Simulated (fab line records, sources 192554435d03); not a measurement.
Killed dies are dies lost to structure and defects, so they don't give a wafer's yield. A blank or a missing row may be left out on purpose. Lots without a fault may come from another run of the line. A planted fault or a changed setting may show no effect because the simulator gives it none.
Chamber matching | flow n5_finfet | N5_SPACER0_ALD_00 on ald_sin-02: 4 sister chambers
The step deposits SiOCN, target thk 3.5 nm, pulse time 3 s, purge time 2 s. 8 wafers are shown with their chamber, then 8 later ones without.

WAFERS WITH THEIR CHAMBER
wafer  | chamber | heater_power_w (W) | precursor_pulse_height_rel
L089.4 | 0       | 798                | 1.052
L089.5 | 2       | 709                | 1.031
L090.3 | 0       | 777                | 1.030
L090.5 | 1       | 723                | 1.028
L091.3 | 1       | 727                | 0.996
L091.5 | 3       | 759                | 0.997
L091.6 | 2       | 712                | 1.000
L093.2 | 3       | 771                | 0.981

WAFERS WITHOUT THEIR CHAMBER
wafer  | heater_power_w (W) | precursor_pulse_height_rel
L093.4 | 739                | 0.989
L093.6 | 732                | 1.005
L095.1 | 762                | 0.993
L095.3 | 727                | 1.017
L095.6 | 778                | 1.004
L096.1 | 730                | 1.006
L096.4 | 789                | 0.999
L096.5 | 728                | 1.021

WHICH CHAMBER EACH WENT THROUGH
wafer  | from the rows above          | in truth
L093.4 | can't be placed: 1 or 3 or 2 | 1
L093.6 | can't be placed: 1 or 2      | 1
L095.1 | 3                            | 3
L095.3 | can't be placed: 1 or 2      | 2
L095.6 | can't be placed: 3 or 0      | 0
L096.1 | can't be placed: 1 or 2      | 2
L096.4 | can't be placed: 0 or 3      | 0
L096.5 | can't be placed: 1 or 2      | 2
Placed correctly: 1 of 8. Can't be placed from these rows: 7 (the true chamber is among the candidates in 7). Placed wrongly: 0.
How it was worked out, from the rows above alone: a wafer's distance from a chamber is the root of the sum, over the readings, of the square of ((its reading less the chamber's mean) divided by the reading's scatter). The wafer belongs to the nearest chamber; if the next one is less than 2 further off, it can't be placed. A chamber's mean is the mean of its shown wafers. The scatter: the root of (the sum of the squares of (reading less its chamber's mean) over the shown wafers, divided by (wafers less chambers)).
